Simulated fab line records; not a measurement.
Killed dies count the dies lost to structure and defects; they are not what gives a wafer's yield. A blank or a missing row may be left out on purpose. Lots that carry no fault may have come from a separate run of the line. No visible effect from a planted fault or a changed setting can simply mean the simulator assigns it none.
Matching of chambers | flow n5_finfet | N5_BEOL_M11_DESCUM_33 on rie_diel-02: 4 sister chambers
The step chemistry O2, time 7.9 s. 18 wafers are shown with their chamber, then 9 later ones without.

## WAFERS, EACH WITH ITS CHAMBER
wafer  | chamber | drypump_motor_current_A (A) | throttle_valve_pct (%) | showerhead_plenum_p_Torr (Torr)
L074.1 | 0       | 6.0                         | 20.69                  | 2.05
L074.3 | 2       | 5.8                         | 20.02                  | 2.03
L074.5 | 0       | 6.0                         | 20.70                  | 2.06
L077.1 | 2       | 5.7                         | 20.03                  | 2.03
L077.3 | 0       | 6.0                         | 20.68                  | 2.05
L077.5 | 0       | 6.0                         | 20.73                  | 2.05
L078.2 | 3       | 5.1                         | 20.84                  | 1.99
L078.4 | 0       | 6.0                         | 20.69                  | 2.05
L078.5 | 1       | 5.9                         | 20.23                  | 2.03
L081.2 | 2       | 5.7                         | 19.82                  | 2.03
L081.4 | 1       | 5.9                         | 20.26                  | 2.03
L081.5 | 3       | 5.1                         | 20.82                  | 1.99
L082.2 | 2       | 5.7                         | 19.82                  | 2.03
L082.4 | 3       | 5.1                         | 20.84                  | 1.99
L082.6 | 1       | 5.9                         | 20.26                  | 2.03
L085.3 | 3       | 5.1                         | 20.86                  | 1.98
L085.5 | 1       | 5.9                         | 20.26                  | 2.02
L085.6 | 0       | 6.0                         | 20.73                  | 2.05

SIGNATURES (means of the wafers above)
reading                  | chamber 0 | chamber 1 | chamber 2 | chamber 3 | scatter within a chamber
drypump_motor_current_A  | 6.000     | 5.900     | 5.725     | 5.100     | 0.0231
throttle_valve_pct       | 20.7033   | 20.2525   | 19.9225   | 20.8400   | 0.0572
showerhead_plenum_p_Torr | 2.0517    | 2.0275    | 2.0300    | 1.9875    | 0.00408
Rule: distance of a wafer from a chamber = root of the sum over the readings of ((wafer's reading minus chamber's mean) / reading's scatter) squared. If the next closest chamber is less than 2 further off than the closest, the wafer can't be placed; otherwise it belongs to the closest. The scatter is the square root of a quotient: the sum, over the shown wafers, of each reading's squared deviation from its chamber's mean, divided by wafers minus chambers.

## WAFERS WHOSE CHAMBER IS MISSING
wafer  | drypump_motor_current_A (A) | throttle_valve_pct (%) | showerhead_plenum_p_Torr (Torr)
L087.2 | 5.9                         | 20.27                  | 2.02
L087.4 | 5.8                         | 19.85                  | 2.03
L087.6 | 5.0                         | 20.83                  | 1.98
L086.1 | 5.7                         | 19.83                  | 2.03
L086.2 | 6.0                         | 20.73                  | 2.05
L086.5 | 5.9                         | 20.27                  | 2.02
L090.1 | 5.9                         | 20.27                  | 2.02
L090.5 | 6.0                         | 20.75                  | 2.04
L090.6 | 5.9                         | 20.28                  | 2.02

## THE CHAMBER EACH PASSED THROUGH
wafer  | from the rows above | in truth
L087.2 | 1                   | 1
L087.4 | 2                   | 2
L087.6 | 3                   | 3
L086.1 | 2                   | 2
L086.2 | 0                   | 0
L086.5 | 1                   | 1
L090.1 | 1                   | 1
L090.5 | 0                   | 0
L090.6 | 1                   | 1
Placed correctly: 9 of 9. Not placeable from these rows: 0. 0 placed wrongly.
